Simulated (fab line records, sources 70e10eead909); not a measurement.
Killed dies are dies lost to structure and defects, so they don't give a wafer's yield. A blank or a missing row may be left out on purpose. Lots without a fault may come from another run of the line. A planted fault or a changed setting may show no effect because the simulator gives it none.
fab line records | flow nand_harc
record lots=5 wafers=15 last_day=23
route steps=1159 shown THIN_TSV@1132 END@1158
lots that met no fault: from a run of the same line without faults
start_h: hours from the record's first day to the start of the lot's first wafer shown | wait_h: hours since the lot's step before | " the same as in the row above | L1.1+2: a row that stands for several wafers | - no value, or no start given | * or withheld: withheld | < > ~ a bound
route shown NAME@n: a module of which the file shows steps, and the number in the route of the first | usual: mean/standard deviation of fault-free wafers | same: alike in all rows | chamber/n: place in a boat | sites: the reading at each site | _std_site: their standard deviation | _edge_site: outer sites' mean less inner sites' | radius_mm: how far each site lies from the wafer's centre | mask NAME#n: copy n | behind: the tool/chamber that last shaped the wafer | hold: why the lot was held/for how many hours/how that ended | device: the transistor (n, p or np) that didn't switch | end of line: the same wafers' tests at the end of the route | a step without rows: its recipe alone | killed: dies lost to structure and defects at the first sort, not the wafer's yield | map: a wafer's dies, x killed, . not, _ none there
set.NAME: the setting as run; set.NAME@STEP: as run at that earlier step | model.NAME: the simulator's own value behind a step, which no gauge read
lots at some steps of the route; a table a step, a row a wafer
services: from which hour (start_h, from the record's first day; less than 0 if before it) a tool's chamber was out of use, for how many hours, and why
## steps
# step NHARC_THIN_TSV_ANNEAL_52
# recipe temp_c=225 time_s=90
# usual wafer_temp_C_max=225.9/0.37
# columns lot.wafer tool chamber start_h wait_h wafer_temp_C_max
L075.2 rtp_anneal-02 0 439.79 0.6 225.3
L075.4 " 0 " " 225.4
L075.5 " 0 " " 225.4
L082.2 rtp_anneal-01 0 464.47 0.7 225.7
L082.3 " 0 " " 226.2
L082.5 " 0 " " 226.2
L083.3 rtp_anneal-01 0 494.45 0.6 226.2
L083.4 " 0 " " 225.6
L083.5 " 0 " " 225.9
L086.3 rtp_anneal-02 0 501.53 0.5 225.4
L086.4 " 0 " " 225.3
L086.6 " 0 " " 225.9
L090.2 rtp_anneal-01 0 536.48 0.7 226.5
L090.4 " 0 " " 225.8
L090.5 " 0 " " 226.1
# step NHARC_THIN_TSV_CMP_21
# recipe t_overpolish_s=30 target_thk_nm=2000
# usual motor_current_A=12.3/1.6 overpolish_run_s=30.000/0.0088 slurry_filter_dp_kPa=13.50/0.15
# columns lot.wafer tool chamber start_h wait_h motor_current_A overpolish_run_s slurry_filter_dp_kPa
L075.4 cmp-03 0 440.09 - 11.6 29.989 13.49
L075.2 " 1 " " 14.7 29.986 13.92
L075.5 " 0 " " 11.2 30.024 13.56
L082.2 cmp-04 0 464.76 - 14.1 29.988 13.26
L082.3 " 2 " " 12.1 29.985 13.52
L082.5 " 1 " " 10.8 30.002 13.62
L083.4 cmp-03 1 494.69 - 15.6 29.990 13.72
L083.3 " 3 " " 11.9 30.002 13.31
L083.5 " 2 " " 13.4 30.003 13.50
L086.4 cmp-02 3 501.77 - 11.6 29.988 13.61
L086.3 " 1 " " 11.3 29.989 13.50
L086.6 " 3 " " 11.8 30.013 13.61
L090.4 cmp-04 2 536.83 - 12.3 30.011 13.49
L090.2 " 3 " " 10.4 29.999 13.55
L090.5 " 1 " " 11.0 30.004 13.51
# step NHARC_THIN_TSV_SRD_23
# columns lot.wafer tool chamber start_h wait_h
L075.5+4+2 wet_bench-08 6,7,0 440.46 0.0
L082.5+3+2 wet_bench-10 4,6,7 465.13 0.0
L083.5+4+3 wet_bench-08 5,6,0 495.06 0.0
L086.4+6+3 wet_bench-08 6,0,1 502.13 0.0
L090.5+2+4 wet_bench-10 0,3,5 537.13 0.0
# step NHARC_THIN_TSV_DEGAS_53
# recipe temp_c=300 time_s=60
# usual heater_power_w=479/34
# columns lot.wafer tool chamber start_h wait_h heater_power_w
L075.4 pvd_sputter-02 - 440.57 0.1 425
L075.2 " - " " 476
L075.5 " - " " 452
L082.3 pvd_sputter-01 - 465.23 0.1 425
L082.2 " - " " 469
L082.5 " - " " 453
L083.3 pvd_sputter-02 - 495.15 0.1 476
L083.4 " - " " 420
L083.5 " - " " 446
L086.3 pvd_sputter-03 - 502.23 0.1 510
L086.4 " - " " 502
L086.6 " - " " 496
L090.4 pvd_sputter-01 - 537.23 0.1 469
L090.2 " - " " 445
L090.5 " - " " 467
# step NHARC_THIN_TSV_PRE_CLEAN_54
# recipe time_s=30 temp_c=280 gas=H2/He
# usual heater_power_w=424/30
# columns lot.wafer tool chamber start_h wait_h heater_power_w
L075.4 pvd_sputter-03 - 440.66 0.1 454
L075.2 " - " " 456
L075.5 " - " " 432
L082.2 pvd_sputter-01 - 465.32 0.1 399
L082.3 " - " " 377
L082.5 " - " " 416
L083.4 pvd_sputter-02 - 495.22 0.0 432
L083.3 " - " " 397
L083.5 " - " " 369
L086.3 pvd_sputter-03 - 502.30 0.1 451
L086.4 " - " " 452
L086.6 " - " " 444
L090.2 pvd_sputter-01 - 537.30 0.1 404
L090.4 " - " " 398
L090.5 " - " " 411
# step NHARC_THIN_TSV_PVD_55
# recipe target_thk_a=500 material=TiN
# columns lot.wafer tool chamber start_h wait_h
L075.4+2+5 pvd_sputter-03 - 440.74 0.1
L082.2+3+5 pvd_sputter-01 - 465.37 0.0
L083.3+4+5 pvd_sputter-02 - 495.33 0.1
L086.4+3+6 pvd_sputter-03 - 502.38 0.0
L090.2+4+5 pvd_sputter-01 - 537.42 0.1
# step NHARC_THIN_TSV_PVD_24
# recipe target_thk_a=8000 power_w=withheld chamber_pressure_pa=withheld substrate_temp_c=withheld time_s=withheld gas=Ar material=Al
# columns lot.wafer tool chamber start_h wait_h
L075.4+2+5 pvd_sputter-03 - 440.87 0.1
L082.2+3+5 pvd_sputter-01 - 465.58 0.2
L083.3+4+5 pvd_sputter-02 - 495.44 0.1
L086.4+3+6 pvd_sputter-03 - 502.58 0.2
L090.2+4+5 pvd_sputter-01 - 537.53 0.1
# step NHARC_THIN_TSV_DEHYDRATE_25
# recipe temp_c=150 time_s=120
# usual exhaust_pa=44.9/0.89
# columns lot.wafer tool chamber start_h wait_h exhaust_pa
L075.2 litho_track-03 0 441.28 - 45.1
L075.4 " 0 " " 45.3
L075.5 " 0 " " 45.9
L082.2 litho_track-03 0 465.95 - 45.8
L082.3 " 0 " " 45.0
L082.5 " 0 " " 45.4
L083.3 litho_track-02 0 495.86 - 46.3
L083.4 " 0 " " 46.1
L083.5 " 0 " " 45.5
L086.3 litho_track-03 0 502.96 - 45.1
L086.4 " 0 " " 44.4
L086.6 " 0 " " 45.9
L090.2 litho_track-02 0 537.94 - 45.3
L090.4 " 0 " " 46.8
L090.5 " 0 " " 44.5
# step NHARC_THIN_TSV_HMDS_26
# recipe time_s=30
# usual exhaust_pa=45.0/0.81
# columns lot.wafer tool chamber start_h wait_h exhaust_pa
L075.2 litho_track-03 0 - - 45.9
L075.4 " 0 " " 45.8
L075.5 " 0 " " 46.5
L082.2 litho_track-03 0 - - 45.0
L082.3 " 0 " " 44.5
L082.5 " 0 " " 45.1
L083.3 litho_track-02 0 - - 43.9
L083.4 " 0 " " 44.7
L083.5 " 0 " " 44.8
L086.3 litho_track-03 0 - - 45.1
L086.4 " 0 " " 45.1
L086.6 " 0 " " 44.2
L090.2 litho_track-02 0 - - 46.3
L090.4 " 0 " " 46.3
L090.5 " 0 " " 45.3
# step NHARC_THIN_TSV_COAT_27
# recipe spin_rpm=*
# usual exhaust_pa=45.0/0.97
# columns lot.wafer tool chamber start_h wait_h exhaust_pa
L075.2 litho_track-03 0 - - 44.6
L075.4 " 0 " " 44.5
L075.5 " 0 " " 44.4
L082.2 litho_track-03 0 - - 43.9
L082.3 " 0 " " 44.4
L082.5 " 0 " " 45.7
L083.3 litho_track-02 0 - - 43.3
L083.4 " 0 " " 44.0
L083.5 " 0 " " 44.9
L086.3 litho_track-03 0 - - 45.1
L086.4 " 0 " " 43.9
L086.6 " 0 " " 45.3
L090.2 litho_track-02 0 - - 44.5
L090.4 " 0 " " 46.7
L090.5 " 0 " " 44.1
# step NHARC_THIN_TSV_SOFTBAKE_28
# recipe temp_c=122 time_s=95
# usual exhaust_pa=44.9/0.94
# columns lot.wafer tool chamber start_h wait_h exhaust_pa
L075.2 litho_track-03 0 - - 46.1
L075.4 " 0 " " 46.4
L075.5 " 0 " " 47.2
L082.2 litho_track-03 0 - - 45.1
L082.3 " 0 " " 44.9
L082.5 " 0 " " 44.9
L083.3 litho_track-02 0 - - 45.3
L083.4 " 0 " " 44.6
L083.5 " 0 " " 45.2
L086.3 litho_track-03 0 - - 45.4
L086.4 " 0 " " 45.0
L086.6 " 0 " " 45.1
L090.2 litho_track-02 0 - - 43.5
L090.4 " 0 " " 44.6
L090.5 " 0 " " 44.6
# step NHARC_THIN_TSV_EBR_29
# usual exhaust_pa=45.0/0.84
# columns lot.wafer tool chamber start_h wait_h exhaust_pa
L075.2 litho_track-03 0 - - 46.5
L075.4 " 0 " " 46.0
L075.5 " 0 " " 46.5
L082.2 litho_track-03 0 - - 46.3
L082.3 " 0 " " 45.2
L082.5 " 0 " " 45.3
L083.3 litho_track-02 0 - - 45.6
L083.4 " 0 " " 46.2
L083.5 " 0 " " 45.3
L086.3 litho_track-03 0 - - 45.2
L086.4 " 0 " " 43.9
L086.6 " 0 " " 45.1
L090.2 litho_track-02 0 - - 45.2
L090.4 " 0 " " 45.9
L090.5 " 0 " " 44.2
# step NHARC_THIN_TSV_EXPOSE_30
# recipe na=0.55 dose_mj=11.47 mask_id=PAD
# columns lot.wafer tool chamber start_h wait_h mask
L075.2+4+5 krf_scanner-03 0 441.43 - PAD#0
L082.2+3+5 krf_scanner-04 0 466.22 - PAD#0
L083.3+4+5 krf_scanner-04 0 496.01 - PAD#0
L086.3+4+6 krf_scanner-01 0 503.23 - PAD#0
L090.2+4+5 krf_scanner-01 0 538.22 - PAD#0
# step NHARC_THIN_TSV_PEB_31
# recipe peb_temp_c=118 peb_time_s=85
# usual exhaust_pa=44.8/0.76
# columns lot.wafer tool chamber start_h wait_h exhaust_pa
L075.2 litho_track-03 0 441.49 0.1 44.4
L075.4 " 0 " " 45.1
L075.5 " 0 " " 44.1
L082.2 litho_track-03 0 466.29 0.1 46.0
L082.3 " 0 " " 46.4
L082.5 " 0 " " 45.4
L083.3 litho_track-03 0 496.07 0.1 45.9
L083.4 " 0 " " 43.1
L083.5 " 0 " " 44.4
L086.3 litho_track-02 0 503.29 0.1 43.7
L086.4 " 0 " " 45.1
L086.6 " 0 " " 44.5
L090.2 litho_track-07 0 538.28 0.1 45.5
L090.4 " 0 " " 45.7
L090.5 " 0 " " 45.1
# step NHARC_THIN_TSV_DEVELOP_32
# recipe time_s=70
# usual exhaust_pa=45.1/1.1
# columns lot.wafer tool chamber start_h wait_h exhaust_pa
L075.2 litho_track-03 0 - - 45.5
L075.4 " 0 " " 44.0
L075.5 " 0 " " 44.6
L082.2 litho_track-03 0 - - 45.7
L082.3 " 0 " " 46.5
L082.5 " 0 " " 44.8
L083.3 litho_track-03 0 - - 44.6
L083.4 " 0 " " 46.5
L083.5 " 0 " " 45.6
L086.3 litho_track-02 0 - - 44.4
L086.4 " 0 " " 44.4
L086.6 " 0 " " 44.8
L090.2 litho_track-07 0 - - 44.5
L090.4 " 0 " " 44.8
L090.5 " 0 " " 44.9
# step NHARC_THIN_TSV_CD_MEAS_33
# recipe target_cd_nm=5000 landing_energy_ev=500
# usual cd_nm=5002/3.5
# columns lot.wafer tool chamber start_h wait_h cd_nm
L075.2 cd_sem-01 0 441.58 - 5004
L075.4 " 0 " " 5004
L075.5 " 0 " " 5005
L082.2 cd_sem-02 0 466.38 - 5002
L082.3 " 0 " " 5002
L082.5 " 0 " " 5000
L083.3 cd_sem-03 0 496.16 - 4999
L083.4 " 0 " " 5001
L083.5 " 0 " " 4997
L086.3 cd_sem-01 0 503.39 - 4995
L086.4 " 0 " " 4998
L086.6 " 0 " " 4999
L090.2 cd_sem-01 0 538.37 - 5003
L090.4 " 0 " " 5005
L090.5 " 0 " " 5007
# step NHARC_THIN_TSV_HARDBAKE_34
# recipe temp_c=125 time_s=80
# usual exhaust_pa=45.1/0.77
# columns lot.wafer tool chamber start_h wait_h exhaust_pa
L075.2 litho_track-03 0 441.66 - 44.4
L075.4 " 0 " " 44.7
L075.5 " 0 " " 44.8
L082.2 litho_track-02 0 466.46 - 44.6
L082.3 " 0 " " 42.9
L082.5 " 0 " " 46.1
L083.3 litho_track-03 0 496.24 - 44.6
L083.4 " 0 " " 44.6
L083.5 " 0 " " 44.0
L086.3 litho_track-02 0 503.47 - 45.5
L086.4 " 0 " " 44.0
L086.6 " 0 " " 44.0
L090.2 litho_track-02 0 538.45 - 45.2
L090.4 " 0 " " 46.0
L090.5 " 0 " " 45.2
# step NHARC_THIN_TSV_DESCUM_35
# recipe time_s=3 o2_flow_sccm=200 ar_flow_sccm=0 bias_power_w=0 chemistry=O2
# usual drypump_motor_current_A=5.5/0.49 oes_product_au=0.999/0.012 rf_vpp_V=57.6/0.89 showerhead_plenum_p_Torr=1.91/0.093 throttle_valve_pct=11.312/0.0087
# same mfc_ar_sccm=0
# columns lot.wafer tool chamber start_h wait_h drypump_motor_current_A oes_product_au rf_hours_counter_h rf_vpp_V showerhead_plenum_p_Torr throttle_valve_pct
L075.4 rie_diel-03 3 441.74 - 5.3 1.012 4 58.8 2.03 11.298
L075.2 " 2 " " 5.9 1.003 4 55.6 2.00 11.316
L075.5 " 0 " " 5.6 0.989 - 57.7 1.78 11.292
L082.3 rie_diel-01 2 466.53 - 4.9 1.000 15 58.6 1.98 11.304
L082.2 " 1 " " 5.5 0.983 16 57.9 1.87 11.316
L082.5 " 3 " " 6.7 0.983 - 58.6 1.82 11.306
L083.3 rie_diel-12 0 496.32 - 5.0 1.007 7 58.8 1.99 11.299
L083.4 " 1 " " 4.9 0.997 6 57.5 1.89 11.296
L083.5 " 1 " " 4.9 0.990 - 58.2 1.89 11.313
L086.3 rie_diel-12 0 503.54 - 4.9 1.012 7 58.1 1.98 11.319
L086.4 " 1 " " 4.9 0.989 7 57.9 1.89 11.335
L086.6 " 0 " " 4.9 1.015 - 59.1 1.98 11.305
L090.4 rie_diel-01 0 538.53 - 5.1 1.014 5 57.5 1.78 11.315
L090.2 " 2 " " 4.9 1.002 4 59.3 1.98 11.310
L090.5 " 0 " " 5.1 1.005 - 56.8 1.78 11.314
# step NHARC_THIN_TSV_ETCH_59
# recipe target_depth_a=8800 icp_w=900 bias_w=100 Cl2_flow_sccm=60 bcl3_flow_sccm=30 time_s=138.1 chemistry=Cl2/BCl3
# usual drypump_motor_current_A=5.3/0.38 oes_product_au=1.004/0.012 throttle_valve_pct=22.264/0.0088
# columns lot.wafer tool chamber start_h wait_h drypump_motor_current_A oes_product_au rf_hours_counter_h throttle_valve_pct
L075.2 rie_metal-02 0 441.91 0.1 6.1 0.996 1.6 22.269
L075.4 " 1 " " 4.8 1.019 - 22.262
L075.5 " 1 " " 4.8 1.024 - 22.253
L082.2 rie_metal-03 0 466.70 0.1 5.3 0.982 0.0 22.255
L082.3 " 0 " " 5.3 0.982 - 22.269
L082.5 " 1 " " 5.3 1.011 - 22.270
L083.3 rie_metal-02 1 496.52 0.2 4.8 1.015 - 22.281
L083.4 " 0 " " 6.1 0.998 - 22.264
L083.5 " 0 " " 6.1 0.996 - 22.258
L086.4 rie_metal-01 0 503.74 0.2 5.8 1.020 - 22.270
L086.3 " 1 " " 5.2 1.006 - 22.264
L086.6 " 0 " " 5.8 1.010 - 22.266
L090.2 rie_metal-02 1 538.73 0.2 4.8 1.019 - 22.263
L090.4 " 1 " " 4.8 1.008 - 22.264
L090.5 " 1 " " 4.8 1.020 - 22.268
# step NHARC_THIN_TSV_ETCH_36
# recipe target_depth_a=650 over_etch_frac=0.3 time_s=18.571 ion_energy_ev=150 chemistry=Cl2/BCl3
# usual drypump_motor_current_A=5.3/0.38 oes_product_au=1.002/0.012
# columns lot.wafer tool chamber start_h wait_h drypump_motor_current_A oes_product_au rf_hours_counter_h
L075.2 rie_metal-02 0 442.13 0.2 6.1 1.007 1.8
L075.4 " 1 " " 4.8 1.022 -
L075.5 " 0 " " 6.1 1.007 -
L082.2 rie_metal-03 1 466.92 0.2 5.3 1.003 0.2
L082.3 " 0 " " 5.4 0.984 -
L082.5 " 1 " " 5.3 1.002 -
L083.3 rie_metal-02 0 496.71 0.2 6.1 0.992 -
L083.4 " 1 " " 4.8 1.024 -
L083.5 " 1 " " 4.8 1.013 -
L086.4 rie_metal-01 0 503.94 0.2 5.8 1.018 -
L086.3 " 1 " " 5.1 1.003 -
L086.6 " 0 " " 5.8 1.001 -
L090.2 rie_metal-02 1 539.15 0.3 4.8 1.012 -
L090.4 " 1 " " 4.8 1.009 -
L090.5 " 1 " " 4.8 1.017 -
# step NHARC_THIN_TSV_STRIP_56
# recipe power_w=1500 temp_c=250 chemistry=O2
# usual drypump_motor_current_A=5.62/0.28 heater_power_w=305/14
# columns lot.wafer tool chamber start_h wait_h drypump_motor_current_A heater_power_w rf_hours_counter_h
L075.2 plasma_asher-02 0 442.28 0.1 5.93 283 25
L075.4 " 0 " " 5.95 289 -
L075.5 " 0 " " 5.94 284 -
L082.2 plasma_asher-01 0 467.07 0.1 5.16 307 1
L082.3 " 1 " " 5.68 310 -
L082.5 " 0 " " 5.17 309 -
L083.4 plasma_asher-01 1 496.90 0.2 5.70 318 -
L083.3 " 0 " " 5.19 304 -
L083.5 " 1 " " 5.72 319 -
L086.3 plasma_asher-02 0 504.12 0.2 5.94 281 -
L086.4 " 1 " " 5.65 309 -
L086.6 " 0 " " 5.97 279 -
L090.2 plasma_asher-01 1 539.58 0.4 5.65 321 24
L090.4 " 0 " " 5.19 316 -
L090.5 " 0 " " 5.15 306 -
# step NHARC_THIN_TSV_STRIP_57
# recipe time_s=1200 temp_c=72.5 chemistry=post_etch_residue_remover
# usual bath_guard_temp_C=72.5/0.61
# columns lot.wafer tool chamber start_h wait_h bath_guard_temp_C
L075.2 wet_bench-10 4 442.59 0.3 72.2
L075.5 " 6 " " 71.7
L075.4 " 0 " " 73.3
L082.3 wet_bench-10 7 467.38 0.2 72.3
L082.2 " 0 " " 73.4
L082.5 " 1 " " 72.6
L083.5 wet_bench-10 2 497.16 0.1 71.3
L083.3 " 5 " " 72.0
L083.4 " 6 " " 72.1
L086.4 wet_bench-10 0 504.38 0.2 73.1
L086.3 " 1 " " 72.5
L086.6 " 3 " " 72.8
L090.4 wet_bench-08 2 539.90 0.2 72.4
L090.5 " 4 " " 73.1
L090.2 " 6 " " 71.9
# step NHARC_THIN_TSV_CD_MEAS_37
# usual cd_nm=5002/4.4
# columns lot.wafer tool chamber start_h wait_h cd_nm
L075.2 cd_sem-01 - 443.03 - 5003
L075.4 " - " " 5004
L075.5 " - " " 5006
L082.2 cd_sem-02 - 467.83 - 4999
L082.3 " - " " 5000
L082.5 " - " " 4996
L083.3 cd_sem-01 - 497.60 - 5006
L083.4 " - " " 5003
L083.5 " - " " 4997
L086.3 cd_sem-02 - 504.83 - 4996
L086.4 " - " " 4995
L086.6 " - " " 4996
L090.2 cd_sem-03 - 540.33 - 5005
L090.4 " - " " 5008
L090.5 " - " " 5009
# step NHARC_THIN_TSV_ANNEAL_58
# recipe temp_c=400 time_s=1800
# usual zone_power_top_pct=9.7/0.59
# columns lot.wafer tool chamber start_h wait_h zone_power_top_pct
L075.2 furnace-03 0 444.87 1.8 9.4
L075.4 " 0 " " 9.4
L075.5 " 0 " " 9.6
L082.2 furnace-06 0 473.05 5.2 9.4
L082.3 " 0 " " 9.7
L082.5 " 0 " " 9.5
L083.3 furnace-06 0 500.77 3.2 9.4
L083.4 " 0 " " 9.5
L083.5 " 0 " " 9.6
L086.3 furnace-03 0 509.27 4.4 9.4
L086.4 " 0 " " 9.4
L086.6 " 0 " " 9.4
L090.2 furnace-03 0 543.33 3.0 9.7
L090.4 " 0 " " 9.5
L090.5 " 0 " " 9.4
# step NHARC_THIN_TSV_INSPECT_40
# usual raw_defect_count=451/72
# columns lot.wafer tool chamber start_h wait_h raw_defect_count
L075.2 defect_inspect-01 - 446.32 0.4 527
L075.4 " - " " 457
L075.5 " - " " 542
L082.2 defect_inspect-02 - 474.49 0.4 565
L082.3 " - " " 477
L082.5 " - " " 438
L083.3 defect_inspect-02 - 502.22 0.4 475
L083.4 " - " " 457
L083.5 " - " " 501
L086.3 defect_inspect-02 - 510.71 0.4 507
L086.4 " - " " 412
L086.6 " - " " 398
L090.2 defect_inspect-01 - 544.76 0.4 413
L090.4 " - " " 391
L090.5 " - " " 490
# step NHARC_END_WLT_00
# usual VT_DECK1_BOTTOM=0.867/0.008 VT_DECK1_BOTTOM_INNER=0.868/0.0077 VT_DECK1_MEDIAN_NEAR_BOTTOM=0.868/0.0081 VT_DECK1_MEDIAN_NEAR_BOTTOM_INNER=0.868/0.008 VT_DECK1_MIDDLE=0.881/0.0064 VT_DECK1_MIDDLE_INNER=0.881/0.0066 VT_DECK1_TOP=0.892/0.0067 VT_DECK1_TOP_INNER=0.892/0.0072
# columns lot.wafer tool chamber start_h wait_h VT_DECK1_BOTTOM VT_DECK1_BOTTOM_INNER VT_DECK1_MEDIAN_NEAR_BOTTOM VT_DECK1_MEDIAN_NEAR_BOTTOM_INNER VT_DECK1_MIDDLE VT_DECK1_MIDDLE_INNER VT_DECK1_TOP VT_DECK1_TOP_INNER
L075.2 prober-01 - 454.06 7.7 0.860 0.855 0.864 0.863 0.869 0.869 0.884 0.891
L075.4 " - 455.06 8.7 0.862 0.859 0.857 0.865 0.870 0.873 0.888 0.882
L075.5 " - " " 0.866 0.864 0.862 0.868 0.876 0.876 0.887 0.892
L082.2 prober-02 - 475.04 0.6 0.871 0.872 0.877 0.871 0.885 0.889 0.898 0.898
L082.3 " - " " 0.862 0.863 0.858 0.870 0.885 0.880 0.903 0.891
L082.5 " - " " 0.870 0.869 0.868 0.867 0.889 0.886 0.901 0.896
L083.3 prober-01 - 503.28 1.1 0.853 0.860 0.850 0.854 0.874 0.870 0.889 0.883
L083.4 " - " " 0.873 0.878 0.871 0.869 0.874 0.882 0.890 0.885
L083.5 " - " " 0.863 0.857 0.856 0.850 0.866 0.875 0.889 0.891
L086.3 prober-02 - 511.76 1.0 0.887 0.883 0.887 0.889 0.884 0.893 0.895 0.899
L086.4 " - " " 0.866 0.861 0.863 0.868 0.875 0.882 0.899 0.899
L086.6 " - " " 0.865 0.870 0.863 0.873 0.878 0.881 0.900 0.907
L090.2 prober-02 - 545.32 0.6 0.864 0.863 0.864 0.860 0.877 0.874 0.887 0.877
L090.4 " - 546.32 1.6 0.866 0.864 0.860 0.859 0.864 0.880 0.880 0.877
L090.5 " - " " 0.875 0.873 0.873 0.874 0.887 0.882 0.886 0.886
## services
# columns tool chamber start_h hours kind
krf_scanner-01 - 417.97 1.7 repair
wet_bench-10 - 423.22 8.0 pm
krf_scanner-04 - 426.45 0.3 repair
krf_scanner-01 - 428.00 4.0 pm
rie_diel-12 - 433.03 2.9 repair
rie_metal-01 0 443.91 19.7 repair
cmp-03 - 450.26 4.0 pm
rie_metal-03 - 453.00 9.0 pm
plasma_asher-01 - 453.70 9.0 pm
pvd_sputter-03 - 458.02 10.0 pm
cmp-03 - 464.05 6.1 repair
krf_scanner-04 - 470.00 4.0 pm
cmp-04 - 470.74 2.4 repair
rie_metal-01 - 472.07 0.5 repair
krf_scanner-01 - 473.33 0.3 repair
krf_scanner-01 - 473.74 0.3 repair
cmp-04 - 485.96 0.8 repair
krf_scanner-04 - 488.95 1.3 repair
rie_diel-01 - 491.85 9.0 pm
rie_metal-02 0 498.15 77.1 repair
pvd_sputter-01 - 514.00 10.0 pm
litho_track-02 - 515.00 7.0 pm
pvd_sputter-01 - 530.50 4.3 repair
plasma_asher-01 - 532.26 2.6 repair
## key
fault none
